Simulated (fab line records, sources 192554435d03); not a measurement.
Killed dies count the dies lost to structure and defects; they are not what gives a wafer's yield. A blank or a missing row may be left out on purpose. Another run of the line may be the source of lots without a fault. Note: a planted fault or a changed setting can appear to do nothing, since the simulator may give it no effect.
fab line records	flow n5-finfet
record: lots: 24	wafers: 72	last-day: 17
route steps=1938 shown BEOL_M6@1248 BEOL_M7@1281 BEOL_M8@1333
lots with no fault: from the same line, run without faults
start-h: hours from the record's opening day to when the first of the lot's shown wafers began	wait-h: hours elapsed since this lot's preceding step	" identical to the entry in the row above	L1.1+2: one row covering several wafers at once	- either no value or no given start	* or withheld: withheld	< > ~ a bound
route shown NAME@n: names a module that has steps shown in the file, with the first one's number in the route	usual: the fault-free wafers' mean and standard deviation	same: alike in all rows	chamber/n: place in a boat	sites: each site's reading	_std_site: the standard deviation of these	_edge_site: the outer-site mean with the inner-site mean subtracted	radius-mm: how far each site lies from the wafer's centre	mask NAME#n: copy n	behind: the last tool/chamber to shape the wafer	hold: reason for holding the lot/hours on hold/outcome of the hold	device: names the non-switching transistor (n, p or np)	end of line: the same wafers' tests at the end of the route	where a step has no rows: the recipe by itself	killed: dies lost to structure and defects at the first sort, not the wafer's yield	map: the dies of a wafer, with x for killed, . for not killed, _ for no die there
set.NAME: the setting as run; set.NAME@STEP: as run at that earlier step	model.NAME: the simulator's own value behind a step, which no gauge read
a sample of lots followed through the steps of the route, with each step as a table and each wafer as a row
services: when a tool's chamber went out of use (start-h, in hours from the record's first day, below 0 if earlier), for how many hours, and the reason
== steps ==
step: N5_BEOL_M6_CURE_75
recipe: temp-c: 370	time-s: 120	ambient: DMADMS/He	material: SiCOH_lowk
usual: lamp-power-pct: 52.31/0.058	wafer_temp_C_max: 371.5/0.6
lot.wafer	tool	chamber	start-h	wait-h	lamp-power-pct	wafer_temp_C_max
L075.3	uv-cure-03	1	182.19	0.1	52.31	370.9
L075.4	"	1	"	"	52.34	370.8
L075.6	"	1	"	"	52.30	370.9
L074.3	uv-cure-02	1	182.59	0.1	52.26	371.0
L074.5	"	1	"	"	52.40	370.9
L074.6	"	1	"	"	52.35	370.9
L076.3	uv-cure-02	1	195.52	0.1	52.27	371.0
L076.4	"	1	"	"	52.35	371.2
L076.6	"	1	"	"	52.29	370.8
L077.2	uv-cure-03	0	198.77	0.2	52.15	371.5
L077.5	"	0	"	"	52.36	372.3
L077.6	"	0	"	"	52.41	371.5
L078.1	uv-cure-01	2	208.09	0.0	52.38	371.8
L078.3	"	2	"	"	52.30	371.4
L078.6	"	2	"	"	52.28	371.1
L080.1	uv-cure-02	2	213.10	0.0	52.23	371.1
L080.2	"	2	"	"	52.26	371.2
L080.4	"	2	"	"	52.30	371.4
L079.1	uv-cure-02	2	217.87	0.0	52.37	371.0
L079.3	"	2	"	"	52.39	371.6
L079.5	"	2	"	"	52.23	371.3
L081.2	uv-cure-01	0	222.92	0.1	52.30	372.3
L081.5	"	0	"	"	52.33	372.2
L081.6	"	0	"	"	52.45	371.5
L082.1	uv-cure-02	1	223.41	0.0	52.24	371.5
L082.2	"	1	"	"	52.25	371.6
L082.3	"	1	"	"	52.46	371.7
L083.3	uv-cure-02	0	240.53	0.1	52.28	371.3
L083.4	"	0	"	"	52.27	371.3
L083.5	"	0	"	"	52.25	371.3
L086.2	uv-cure-01	1	249.71	0.1	52.32	372.1
L086.3	"	1	"	"	52.24	372.5
L086.5	"	1	"	"	52.25	372.3
L084.3	uv-cure-01	2	250.06	0.3	52.35	370.4
L084.4	"	2	"	"	52.28	371.1
L084.6	"	2	"	"	52.29	370.8
L085.2	uv-cure-02	1	253.36	0.1	52.36	371.1
L085.4	"	1	"	"	52.23	370.8
L085.5	"	1	"	"	52.27	371.2
L087.3	uv-cure-01	2	263.38	0.1	52.28	371.1
L087.4	"	2	"	"	52.28	371.0
L087.5	"	2	"	"	52.26	370.9
L088.1	uv-cure-01	0	276.32	0.0	52.38	371.9
L088.3	"	0	"	"	52.31	372.0
L088.5	"	0	"	"	52.26	372.1
L089.1	uv-cure-02	1	276.62	0.2	52.29	372.0
L089.5	"	1	"	"	52.29	371.4
L089.6	"	1	"	"	52.26	371.4
L090.2	uv-cure-01	0	276.81	0.1	52.27	372.1
L090.5	"	0	"	"	52.31	372.1
L090.6	"	0	"	"	52.34	371.7
L091.1	uv-cure-01	1	290.68	0.0	52.27	373.2
L091.2	"	1	"	"	52.41	373.3
L091.6	"	1	"	"	52.31	372.7
L092.1	uv-cure-02	1	294.59	0.1	52.35	371.8
L092.3	"	1	"	"	52.35	371.0
L092.4	"	1	"	"	52.32	371.4
L093.2	uv-cure-01	1	299.70	0.1	52.31	371.7
L093.4	"	1	"	"	52.32	372.7
L093.5	"	1	"	"	52.33	372.2
L094.1	uv-cure-02	2	303.87	0.0	52.27	370.7
L094.2	"	2	"	"	52.32	371.0
L094.3	"	2	"	"	52.36	370.8
L095.2	uv-cure-03	1	306.70	0.1	52.50	370.7
L095.3	"	1	"	"	52.15	370.8
L095.5	"	1	"	"	52.27	371.5
L096.2	uv-cure-01	2	317.06	0.1	52.27	370.6
L096.4	"	2	"	"	52.24	371.4
L096.5	"	2	"	"	52.38	370.7
L097.1	uv-cure-02	2	321.30	0.0	52.31	371.4
L097.3	"	2	"	"	52.21	371.5
L097.5	"	2	"	"	52.36	371.2
step: N5_BEOL_M6_THK_MEAS_53
recipe: thk-meas-gauge: xrf	reads: Cu_of_BEOL_M6_ECD_50
usual: M6_THK: 76.5/1.6
lot.wafer	tool	chamber	start-h	wait-h	M6_THK[nm]
L075.3	film-metro-01	-	184.38	-	75.8
L075.4	"	-	"	"	75.1
L075.6	"	-	"	"	76.0
L074.3	film-metro-02	-	185.24	-	77.2
L074.5	"	-	"	"	77.7
L074.6	"	-	"	"	74.2
L076.3	film-metro-02	-	197.93	-	76.7
L076.4	"	-	"	"	76.1
L076.6	"	-	"	"	74.5
L077.2	film-metro-02	-	202.82	-	76.4
L077.5	"	-	"	"	77.2
L077.6	"	-	"	"	77.6
L078.1	film-metro-02	-	210.58	-	75.3
L078.3	"	-	"	"	78.6
L078.6	"	-	"	"	75.8
L080.1	film-metro-01	-	218.40	-	76.0
L080.2	"	-	"	"	75.4
L080.4	"	-	"	"	77.7
L079.1	film-metro-02	-	221.21	-	76.9
L079.3	"	-	"	"	75.8
L079.5	"	-	"	"	77.4
L081.2	film-metro-01	-	225.30	-	77.9
L081.5	"	-	"	"	77.1
L081.6	"	-	"	"	77.4
L082.1	film-metro-01	-	226.74	-	79.3
L082.2	"	-	"	"	74.2
L082.3	"	-	"	"	75.9
L083.3	film-metro-02	-	243.67	-	76.6
L083.4	"	-	"	"	79.7
L083.5	"	-	"	"	79.8
L086.2	film-metro-01	-	251.71	-	76.5
L086.3	"	-	"	"	73.9
L086.5	"	-	"	"	76.4
L084.3	film-metro-01	-	251.99	-	78.1
L084.4	"	-	"	"	76.9
L084.6	"	-	"	"	80.4
L085.2	film-metro-01	-	255.46	-	76.4
L085.4	"	-	"	"	77.1
L085.5	"	-	"	"	78.0
L087.3	film-metro-02	-	265.17	-	75.2
L087.4	"	-	"	"	77.1
L087.5	"	-	"	"	78.8
L088.1	film-metro-01	-	279.08	-	77.6
L088.3	"	-	"	"	78.6
L088.5	"	-	"	"	77.6
L089.1	film-metro-02	-	279.16	-	77.2
L089.5	"	-	"	"	76.9
L089.6	"	-	"	"	80.2
L090.2	film-metro-02	-	280.02	-	76.8
L090.5	"	-	"	"	74.9
L090.6	"	-	"	"	74.3
L091.1	film-metro-01	-	293.45	-	77.7
L091.2	"	-	"	"	75.0
L091.6	"	-	"	"	78.5
L092.1	film-metro-02	-	296.84	-	77.8
L092.3	"	-	"	"	76.2
L092.4	"	-	"	"	74.2
L093.2	film-metro-01	-	301.69	-	75.1
L093.4	"	-	"	"	74.3
L093.5	"	-	"	"	75.9
L094.1	film-metro-01	-	306.05	-	75.2
L094.2	"	-	"	"	75.8
L094.3	"	-	"	"	78.9
L095.2	film-metro-02	-	308.77	-	75.0
L095.3	"	-	"	"	76.6
L095.5	"	-	"	"	75.6
L096.2	film-metro-01	-	318.91	-	74.7
L096.4	"	-	"	"	73.8
L096.5	"	-	"	"	77.5
L097.1	film-metro-02	-	324.21	-	78.1
L097.3	"	-	"	"	75.0
L097.5	"	-	"	"	77.3
step: N5_BEOL_M7_ETCH_62
recipe: chemistry: N2/H2	target: SOC	target-depth-a: 1100	overetch-a: 220	mask-material: SiARC	temp-c: 40	time-s: 165	ion-energy-ev: 200	pressure-mtorr: 30	source-w: 840	bias-w: 150	n2-flow-sccm: 200	h2-flow-sccm: 200
usual: bias-w: 149.9/0.48	drypump-motor-current-A: 5.7/0.44	h2-flow-sccm: 200.0/0.54	oes-product-au: 0.65/0.076	rf-vpp-V: 523.5/2.4	showerhead-plenum-p-Torr: 2.52/0.077	throttle-valve-pct: 17.87/0.28
lot.wafer	tool	chamber	start-h	wait-h	bias-w	drypump-motor-current-A	h2-flow-sccm	oes-product-au	rf-hours-counter-h	rf-vpp-V	showerhead-plenum-p-Torr	throttle-valve-pct
L075.3	rie-diel-01	1	186.22	0.0	150.1	6.0	198.6	0.74	34	526.1	2.57	17.39
L075.4	"	0	"	"	149.8	5.3	199.7	0.59	249	524.5	2.59	18.16
L075.6	"	0	"	"	149.8	5.3	199.7	0.59	-	525.9	2.59	18.19
L074.3	rie-diel-03	2	186.66	0.0	149.6	5.5	199.9	0.64	167	521.3	2.43	18.08
L074.5	"	2	"	"	150.0	5.5	199.8	0.64	-	519.2	2.43	18.08
L074.6	"	3	"	"	150.7	5.3	199.8	0.63	-	527.0	2.63	17.85
L076.3	rie-diel-04	1	201.78	0.0	151.2	6.1	199.8	0.81	7	522.7	2.50	17.55
L076.4	"	3	"	"	149.4	5.9	200.2	0.61	225	523.9	2.51	18.22
L076.6	"	1	"	"	150.3	6.1	201.0	0.82	-	521.9	2.50	17.55
L077.2	rie-diel-04	0	205.60	0.0	150.6	4.7	199.6	0.59	210	521.2	2.42	18.19
L077.5	"	3	"	"	150.3	5.9	200.4	0.61	-	523.6	2.51	18.24
L077.6	"	2	"	"	149.7	5.7	200.4	0.60	-	525.0	2.63	17.53
L078.1	rie-diel-03	1	213.67	0.0	149.1	5.7	200.2	0.63	192	524.0	2.52	18.00
L078.3	"	0	"	"	149.3	5.7	199.4	0.62	156	526.6	2.66	18.14
L078.6	"	0	"	"	150.2	5.7	199.0	0.61	-	526.2	2.66	18.14
L080.1	rie-diel-01	3	221.02	0.0	150.6	5.8	200.2	0.62	192	521.7	2.43	17.84
L080.2	"	0	"	"	150.1	5.3	200.3	0.82	5	525.9	2.59	17.76
L080.4	"	1	"	"	149.3	6.0	200.1	0.74	41	526.1	2.57	17.38
L079.1	rie-diel-04	1	224.09	0.0	150.6	6.1	199.9	0.79	15	524.0	2.49	17.56
L079.3	"	0	"	"	150.0	4.7	200.0	0.58	216	521.0	2.41	18.19
L079.5	"	2	"	"	149.6	5.8	199.7	0.60	-	526.7	2.63	17.53
L081.2	rie-diel-03	3	226.94	0.0	149.8	5.3	199.6	0.63	195	525.5	2.62	17.87
L081.5	"	2	"	"	150.4	5.5	199.5	0.62	-	520.8	2.42	18.10
L081.6	"	3	"	"	150.1	5.2	200.1	0.63	-	528.1	2.62	17.87
L082.1	rie-diel-01	3	229.08	0.0	149.6	5.8	201.0	0.61	194	519.4	2.43	17.85
L082.2	"	2	"	"	149.6	6.3	200.0	0.62	181	523.0	2.53	18.03
L082.3	"	0	"	"	149.7	5.3	200.6	0.81	7	524.3	2.59	17.75
L083.3	rie-diel-04	1	246.25	0.0	149.8	6.1	200.0	0.78	23	522.1	2.49	17.58
L083.4	"	2	"	"	149.4	5.7	200.2	0.60	205	527.0	2.63	17.54
L083.5	"	2	"	"	149.9	5.8	199.7	0.60	-	526.3	2.63	17.54
L086.2	rie-diel-04	2	254.16	0.0	150.7	5.7	200.3	0.60	207	526.8	2.63	17.54
L086.3	"	0	"	"	149.8	4.7	200.7	0.58	225	521.2	2.41	18.21
L086.5	"	0	"	"	150.4	4.7	200.4	0.58	-	520.2	2.41	18.21
L084.3	rie-diel-01	0	254.37	0.0	150.0	5.3	199.8	0.79	15	524.9	2.59	17.76
L084.4	"	2	"	"	150.0	6.3	199.3	0.61	189	523.9	2.53	18.04
L084.6	"	1	"	"	150.5	6.0	201.6	0.73	-	523.6	2.57	17.42
L085.2	rie-diel-03	2	257.59	0.0	149.1	5.5	199.6	0.61	193	520.6	2.42	18.12
L085.4	"	1	"	"	149.8	5.7	200.8	0.61	206	523.0	2.51	18.03
L085.5	"	2	"	"	149.6	5.4	200.4	0.62	-	519.8	2.42	18.12
L087.3	rie-diel-04	0	270.20	0.0	149.9	4.7	200.0	0.57	229	519.7	2.41	18.21
L087.4	"	0	"	"	150.1	4.7	199.7	0.57	-	518.5	2.41	18.22
L087.5	"	1	"	"	149.0	6.1	200.5	0.76	-	522.1	2.49	17.59
L088.1	rie-diel-01	1	282.89	0.0	149.4	6.0	199.6	0.72	61	524.1	2.56	17.43
L088.3	"	0	"	"	149.9	5.3	199.2	0.77	24	525.5	2.58	17.77
L088.5	"	1	"	"	150.0	6.0	199.0	0.72	-	525.7	2.56	17.42
L090.2	rie-diel-04	0	283.17	0.0	149.0	4.7	199.4	0.57	233	521.6	2.41	18.22
L090.5	"	0	"	"	149.3	4.7	199.6	0.57	-	518.9	2.41	18.23
L090.6	"	3	"	"	149.8	6.0	200.8	0.59	-	523.0	2.50	18.25
L089.1	rie-diel-04	3	283.47	0.0	150.4	6.0	200.4	0.59	248	523.5	2.50	18.26
L089.5	"	1	"	"	150.3	6.1	200.5	0.76	-	521.5	2.48	17.59
L089.6	"	2	"	"	149.8	5.7	200.8	0.59	-	524.4	2.62	17.56
L091.1	rie-diel-01	1	295.63	0.0	149.8	6.0	200.7	0.71	65	524.3	2.56	17.43
L091.2	"	3	"	"	149.9	5.8	200.0	0.60	215	519.5	2.42	17.87
L091.6	"	3	"	"	150.1	5.8	201.1	0.60	-	519.1	2.42	17.87
L092.1	rie-diel-01	0	300.59	0.0	150.2	5.3	199.8	0.75	30	525.9	2.58	17.79
L092.3	"	2	"	"	150.9	6.3	200.9	0.60	204	523.6	2.52	18.10
L092.4	"	1	"	"	150.4	6.0	199.4	0.70	67	523.2	2.56	17.44
L093.2	rie-diel-01	3	304.81	0.0	149.5	5.8	199.8	0.59	218	520.3	2.42	17.87
L093.4	"	2	"	"	150.0	6.3	201.4	0.60	205	521.8	2.52	18.08
L093.5	"	1	"	"	150.2	6.0	200.2	0.70	-	524.6	2.56	17.43
L094.1	rie-diel-04	0	308.28	0.0	149.9	4.7	200.0	0.57	242	518.8	2.40	18.24
L094.2	"	1	"	"	150.4	6.1	200.5	0.75	42	521.3	2.48	17.62
L094.3	"	3	"	"	150.3	5.9	199.4	0.84	1	522.8	2.50	17.88
L095.2	rie-diel-03	0	311.76	0.0	150.3	5.6	200.0	0.59	188	528.6	2.65	18.19
L095.3	"	3	"	"	149.7	5.3	200.3	0.61	221	525.4	2.61	17.93
L095.5	"	1	"	"	149.8	5.7	199.5	0.60	-	523.1	2.51	18.05
L096.2	rie-diel-04	3	321.83	0.0	150.5	5.9	199.8	0.83	4	523.3	2.49	17.85
L096.4	"	0	"	"	150.3	4.7	199.3	0.57	245	519.7	2.40	18.23
L096.5	"	3	"	"	151.2	5.9	199.5	0.83	-	523.7	2.50	17.86
L097.1	rie-diel-01	0	326.40	0.0	150.0	5.3	200.6	0.75	37	523.8	2.58	17.81
L097.3	"	2	"	"	150.3	6.2	200.1	0.60	213	523.7	2.52	18.09
L097.5	"	3	"	"	150.0	5.8	199.1	0.60	-	519.7	2.42	17.88
step: N5_BEOL_M7_CD_MEAS_18
recipe: pitch-nm: 80	target-cd-nm: 40
usual: cd-nm: 39.8/0.65
lot.wafer	tool	chamber	start-h	wait-h	cd-nm
L075.3	cd-sem-01	-	186.59	0.1	39.9
L075.4	"	-	"	"	40.1
L075.6	"	-	"	"	40.3
L074.3	cd-sem-03	-	187.06	0.1	40.6
L074.5	"	-	"	"	40.3
L074.6	"	-	"	"	39.8
L076.3	cd-sem-03	-	202.22	0.1	38.3
L076.4	"	-	"	"	39.1
L076.6	"	-	"	"	39.7
L077.2	cd-sem-01	-	205.97	0.1	41.0
L077.5	"	-	"	"	39.7
L077.6	"	-	"	"	40.2
L078.1	cd-sem-03	-	214.04	0.0	40.2
L078.3	"	-	"	"	38.8
L078.6	"	-	"	"	39.2
L080.1	cd-sem-01	-	221.40	0.0	39.1
L080.2	"	-	"	"	39.7
L080.4	"	-	"	"	40.1
L079.1	cd-sem-03	-	224.48	0.0	39.7
L079.3	"	-	"	"	39.7
L079.5	"	-	"	"	39.2
L081.2	cd-sem-03	-	227.30	0.1	39.7
L081.5	"	-	"	"	39.6
L081.6	"	-	"	"	38.4
L082.1	cd-sem-02	-	229.45	0.0	40.0
L082.2	"	-	"	"	39.2
L082.3	"	-	"	"	40.6
L083.3	cd-sem-01	-	246.63	0.1	39.7
L083.4	"	-	"	"	39.3
L083.5	"	-	"	"	39.5
L086.2	cd-sem-01	-	254.53	0.1	39.6
L086.3	"	-	"	"	40.5
L086.5	"	-	"	"	40.0
L084.3	cd-sem-01	-	254.74	0.1	40.2
L084.4	"	-	"	"	39.4
L084.6	"	-	"	"	39.6
L085.2	cd-sem-02	-	257.96	0.1	40.1
L085.4	"	-	"	"	39.9
L085.5	"	-	"	"	40.0
L087.3	cd-sem-01	-	270.57	0.1	39.3
L087.4	"	-	"	"	40.9
L087.5	"	-	"	"	40.1
L088.1	cd-sem-03	-	283.25	0.0	39.7
L088.3	"	-	"	"	40.1
L088.5	"	-	"	"	39.9
L090.2	cd-sem-03	-	283.55	0.1	39.5
L090.5	"	-	"	"	39.5
L090.6	"	-	"	"	38.3
L089.1	cd-sem-03	-	283.83	0.0	39.7
L089.5	"	-	"	"	40.3
L089.6	"	-	"	"	39.3
L091.1	cd-sem-02	-	296.00	0.0	40.2
L091.2	"	-	"	"	39.9
L091.6	"	-	"	"	39.8
L092.1	cd-sem-01	-	301.17	0.0	39.6
L092.3	"	-	"	"	39.5
L092.4	"	-	"	"	39.3
L093.2	cd-sem-03	-	305.19	0.1	38.8
L093.4	"	-	"	"	39.0
L093.5	"	-	"	"	40.2
L094.1	cd-sem-03	-	308.65	0.0	41.2
L094.2	"	-	"	"	40.2
L094.3	"	-	"	"	41.5
L095.2	cd-sem-02	-	312.13	0.1	39.7
L095.3	"	-	"	"	39.7
L095.5	"	-	"	"	39.4
L096.2	cd-sem-03	-	322.21	0.1	39.2
L096.4	"	-	"	"	39.5
L096.5	"	-	"	"	40.6
L097.1	cd-sem-02	-	326.78	0.1	39.0
L097.3	"	-	"	"	38.4
L097.5	"	-	"	"	38.7
step: N5_BEOL_M7_STRIP_80
recipe: chemistry: N2/H2	time-s: 10	power-w: 450	temp-c: 40	pressure-mtorr: 20	rf-frequency-hz: 6e+07	bias-power-w: 7	n2-flow-sccm: 200	h2-flow-sccm: 200
usual: drypump-motor-current-A: 5.7/0.4	h2-flow-sccm: 200.0/0.58	oes-product-au: 0.76/0.097	rf-vpp-V: 59.1/0.95	showerhead-plenum-p-Torr: 2.53/0.08	throttle-valve-pct: 23.68/0.29
lot.wafer	tool	chamber	start-h	wait-h	drypump-motor-current-A	h2-flow-sccm	oes-product-au	rf-hours-counter-h	rf-vpp-V	showerhead-plenum-p-Torr	throttle-valve-pct
L075.3	rie-diel-03	1	-	-	5.8	199.8	0.74	183	60.3	2.52	23.92
L075.4	"	2	"	"	5.5	200.5	0.74	-	57.9	2.42	23.92
L075.6	"	3	"	"	5.3	199.8	0.75	-	59.4	2.62	23.38
L074.3	rie-diel-01	3	-	-	5.8	200.1	0.73	178	58.9	2.43	23.58
L074.5	"	2	"	"	6.2	200.1	0.73	-	60.4	2.54	23.83
L074.6	"	3	"	"	5.8	200.9	0.73	-	57.6	2.43	23.57
L076.3	rie-diel-01	2	-	-	6.3	200.4	0.73	-	59.3	2.53	23.86
L076.4	"	3	"	"	5.8	200.6	0.73	-	60.1	2.43	23.58
L076.6	"	2	"	"	6.3	200.2	0.73	-	58.2	2.53	23.84
L077.2	rie-diel-04	0	-	-	4.7	199.8	0.68	211	58.5	2.41	24.22
L077.5	"	2	"	"	5.7	201.5	0.72	-	58.7	2.63	23.25
L077.6	"	3	"	"	6.0	199.5	0.71	-	58.6	2.50	23.93
L078.1	rie-diel-01	3	-	-	5.8	198.0	0.72	190	57.7	2.43	23.60
L078.3	"	2	"	"	6.2	199.8	0.72	177	60.8	2.53	23.87
L078.6	"	2	"	"	6.2	199.8	0.71	-	59.3	2.53	23.86
L080.1	rie-diel-01	0	-	-	5.3	199.8	0.99	6	58.4	2.59	23.56
L080.2	"	3	"	"	5.8	200.6	0.72	192	58.9	2.43	23.56
L080.4	"	1	"	"	6.0	199.9	0.86	43	60.1	2.57	23.25
L079.1	rie-diel-04	2	-	-	5.7	199.9	0.72	197	60.4	2.63	23.26
L079.3	"	3	"	"	5.9	199.9	0.71	232	60.8	2.50	23.93
L079.5	"	1	"	"	6.1	200.1	0.94	-	58.4	2.49	23.37
L081.2	rie-diel-03	3	-	-	5.2	200.0	0.74	196	60.7	2.62	23.40
L081.5	"	3	"	"	5.2	200.0	0.73	-	60.2	2.62	23.39
L081.6	"	0	"	"	5.7	199.5	0.72	-	59.8	2.66	23.94
L082.1	rie-diel-01	3	-	-	5.8	199.4	0.71	194	60.9	2.42	23.58
L082.2	"	1	"	"	6.0	199.7	0.86	45	59.3	2.57	23.25
L082.3	"	0	"	"	5.3	201.2	0.96	8	60.9	2.59	23.58
L083.3	rie-diel-04	3	-	-	6.0	200.0	0.70	241	59.0	2.50	23.95
L083.4	"	0	"	"	4.7	199.8	0.67	224	58.2	2.41	24.22
L083.5	"	3	"	"	6.0	199.8	0.70	-	58.2	2.50	23.94
L084.3	rie-diel-01	2	-	-	6.3	199.9	0.71	190	59.2	2.53	23.88
L084.4	"	0	"	"	5.3	200.3	0.95	16	59.8	2.58	23.60
L084.6	"	0	"	"	5.2	200.4	0.95	-	59.5	2.58	23.60
L086.2	rie-diel-03	3	-	-	5.2	201.0	0.73	204	59.8	2.61	23.39
L086.3	"	2	"	"	5.5	199.5	0.73	192	58.5	2.41	23.97
L086.5	"	0	"	"	5.7	200.3	0.71	-	59.3	2.65	23.96
L085.2	rie-diel-01	0	-	-	5.3	199.5	0.95	17	61.3	2.58	23.58
L085.4	"	2	"	"	6.3	199.8	0.71	191	59.8	2.53	23.88
L085.5	"	3	"	"	5.8	199.5	0.70	-	57.8	2.42	23.60
L087.3	rie-diel-01	0	-	-	5.3	199.5	0.94	21	59.0	2.58	23.60
L087.4	"	1	"	"	6.0	200.9	0.84	58	58.6	2.56	23.27
L087.5	"	3	"	"	5.8	199.8	0.70	-	57.5	2.42	23.59
L088.1	rie-diel-04	2	-	-	5.8	199.7	0.70	217	58.8	2.62	23.28
L088.3	"	3	"	"	5.9	200.9	0.69	249	58.2	2.49	23.95
L088.5	"	3	"	"	5.9	199.8	0.69	-	58.5	2.49	23.94
L090.2	rie-diel-01	2	-	-	6.3	200.0	0.69	199	58.2	2.52	23.88
L090.5	"	2	"	"	6.3	200.6	0.70	-	59.0	2.52	23.88
L090.6	"	3	"	"	5.8	199.9	0.70	-	59.1	2.42	23.60
L089.1	rie-diel-03	1	-	-	5.8	199.7	0.71	214	59.8	2.51	23.94
L089.5	"	0	"	"	5.7	199.9	0.71	-	58.1	2.65	23.97
L089.6	"	1	"	"	5.8	200.0	0.72	-	58.6	2.51	23.96
L091.1	rie-diel-04	1	-	-	6.1	200.7	0.91	39	58.8	2.48	23.41
L091.2	"	0	"	"	4.7	200.1	0.67	239	58.6	2.40	24.24
L091.6	"	2	"	"	5.7	199.6	0.71	-	59.5	2.61	23.28
L092.1	rie-diel-03	2	-	-	5.5	200.7	0.70	206	58.3	2.41	23.98
L092.3	"	3	"	"	5.2	198.8	0.71	218	58.7	2.61	23.42
L092.4	"	1	"	"	5.7	200.1	0.71	220	57.0	2.50	23.97
L093.2	rie-diel-01	2	-	-	6.3	200.1	0.69	206	58.5	2.52	23.87
L093.4	"	3	"	"	5.8	200.1	0.70	218	57.8	2.41	23.60
L093.5	"	3	"	"	5.8	200.0	0.70	-	57.1	2.41	23.61
L094.1	rie-diel-03	1	-	-	5.8	199.5	0.71	223	59.6	2.50	23.97
L094.2	"	0	"	"	5.7	200.6	0.70	188	58.9	2.65	23.99
L094.3	"	3	"	"	5.3	199.7	0.72	220	59.9	2.61	23.41
L095.2	rie-diel-04	0	-	-	4.7	199.4	0.66	243	58.7	2.40	24.24
L095.3	"	1	"	"	6.1	199.3	0.89	44	58.2	2.48	23.43
L095.5	"	3	"	"	5.9	200.6	1.00	-	60.3	2.49	23.72
L096.2	rie-diel-03	0	-	-	5.7	199.7	0.70	192	60.0	2.64	23.99
L096.4	"	3	"	"	5.3	199.5	0.72	225	59.9	2.60	23.43
L096.5	"	3	"	"	5.3	199.5	0.72	-	58.8	2.60	23.42
L097.1	rie-diel-04	0	-	-	4.7	200.0	0.65	246	58.1	2.40	24.26
L097.3	"	2	"	"	5.7	200.1	0.68	231	60.1	2.61	23.30
L097.5	"	1	"	"	6.1	199.1	0.87	-	58.0	2.47	23.41
step: N5_BEOL_M8_CURE_74
recipe: temp-c: 385	time-s: 240	ambient: He/Ar	material: SiCOH_lowk
usual: lamp-power-pct: 52.31/0.058	wafer_temp_C_max: 386.6/0.63
lot.wafer	tool	chamber	start-h	wait-h	lamp-power-pct	wafer_temp_C_max
L075.3	uv-cure-03	2	190.27	0.2	52.37	387.2
L075.4	"	2	"	"	52.36	387.9
L075.6	"	2	"	"	52.32	387.4
L074.3	uv-cure-03	2	192.38	0.2	52.26	387.3
L074.5	"	2	"	"	52.18	386.9
L074.6	"	2	"	"	52.20	386.9
L076.3	uv-cure-03	2	207.49	0.2	52.34	386.3
L076.4	"	2	"	"	52.36	387.5
L076.6	"	2	"	"	52.30	387.1
L077.2	uv-cure-03	0	211.50	0.1	52.40	387.3
L077.5	"	0	"	"	52.30	386.7
L077.6	"	0	"	"	52.41	387.8
L078.1	uv-cure-02	2	220.55	0.2	52.22	386.4
L078.3	"	2	"	"	52.36	386.2
L078.6	"	2	"	"	52.25	386.0
L080.1	uv-cure-03	0	227.36	0.1	52.34	387.7
L080.2	"	0	"	"	52.27	386.9
L080.4	"	0	"	"	52.37	386.8
L079.1	uv-cure-02	2	228.78	0.1	52.45	386.7
L079.3	"	2	"	"	52.20	385.8
L079.5	"	2	"	"	52.23	387.2
L081.2	uv-cure-03	0	233.45	0.1	52.33	387.1
L081.5	"	0	"	"	52.25	387.0
L081.6	"	0	"	"	52.32	387.2
L082.1	uv-cure-02	0	234.82	0.2	52.25	386.2
L082.2	"	0	"	"	52.20	386.0
L082.3	"	0	"	"	52.29	386.1
L083.3	uv-cure-02	1	252.54	0.3	52.26	386.1
L083.4	"	1	"	"	52.32	385.9
L083.5	"	1	"	"	52.42	385.8
L084.3	uv-cure-02	1	258.55	0.2	52.29	386.4
L084.4	"	1	"	"	52.38	386.3
L084.6	"	1	"	"	52.35	386.8
L086.2	uv-cure-03	1	259.40	0.2	52.26	385.5
L086.3	"	1	"	"	52.25	385.6
L086.5	"	1	"	"	52.36	386.2
L085.2	uv-cure-03	0	262.40	0.1	52.22	386.8
L085.4	"	0	"	"	52.32	387.5
L085.5	"	0	"	"	52.31	387.5
L087.3	uv-cure-01	2	275.08	0.3	52.31	386.4
L087.4	"	2	"	"	52.37	386.1
L087.5	"	2	"	"	52.23	386.4
L090.2	uv-cure-02	2	288.98	0.1	52.32	386.3
L090.5	"	2	"	"	52.24	386.2
L090.6	"	2	"	"	52.38	386.7
L088.1	uv-cure-01	2	289.02	0.0	52.30	386.2
L088.3	"	2	"	"	52.31	386.3
L088.5	"	2	"	"	52.31	386.6
L089.1	uv-cure-02	1	289.80	0.1	52.32	386.1
L089.5	"	1	"	"	52.37	386.1
L089.6	"	1	"	"	52.27	385.9
L091.1	uv-cure-01	2	303.02	0.0	52.33	386.1
L091.2	"	2	"	"	52.29	385.7
L091.6	"	2	"	"	52.25	386.2
L092.1	uv-cure-02	1	306.54	0.1	52.34	386.1
L092.3	"	1	"	"	52.33	386.1
L092.4	"	1	"	"	52.25	385.8
L093.2	uv-cure-03	1	308.60	0.1	52.35	386.1
L093.4	"	1	"	"	52.32	385.8
L093.5	"	1	"	"	52.34	386.1
L094.1	uv-cure-03	2	313.79	0.0	52.26	387.1
L094.2	"	2	"	"	52.27	388.1
L094.3	"	2	"	"	52.29	387.4
L095.2	uv-cure-01	2	318.79	0.1	52.26	386.2
L095.3	"	2	"	"	52.32	386.2
L095.5	"	2	"	"	52.34	386.2
L096.2	uv-cure-01	0	327.83	0.1	52.30	387.3
L096.4	"	0	"	"	52.35	387.3
L096.5	"	0	"	"	52.28	386.8
L097.1	uv-cure-01	2	331.36	0.0	52.24	386.6
L097.3	"	2	"	"	52.29	385.9
L097.5	"	2	"	"	52.33	386.0
== services ==
tool	chamber	start-h	hours	kind
uv-cure-01	-	186.60	0.4	repair
rie-diel-01	0	188.11	-	clean
rie-diel-01	0	188.11	-	consumable-replace:focus-ring
rie-diel-01	0	188.11	20.4	scheduled-down
rie-diel-01	0	188.11	20.4	vent-cycle
uv-cure-03	-	197.14	0.9	repair
rie-diel-01	1	203.57	15.6	repair
uv-cure-01	-	209.12	2.1	pm
uv-cure-01	-	228.81	7.5	pm
rie-diel-04	0	241.77	2.9	repair
rie-diel-03	3	243.02	4.6	repair
uv-cure-03	-	247.21	7.5	pm
rie-diel-04	3	266.66	7.7	repair
uv-cure-03	-	269.23	9.7	repair
uv-cure-02	-	278.54	2.1	pm
uv-cure-03	-	286.11	7.5	pm
rie-diel-04	3	288.44	-	clean
rie-diel-04	3	288.44	-	consumable-replace:focus-ring
rie-diel-04	3	288.44	14.5	scheduled-down
rie-diel-04	3	288.44	14.5	vent-cycle
rie-diel-03	2	305.25	9.0	repair
rie-diel-01	3	312.30	7.9	repair
rie-diel-01	0	314.42	5.3	repair
uv-cure-01	-	319.24	6.4	repair
== key ==
fault none
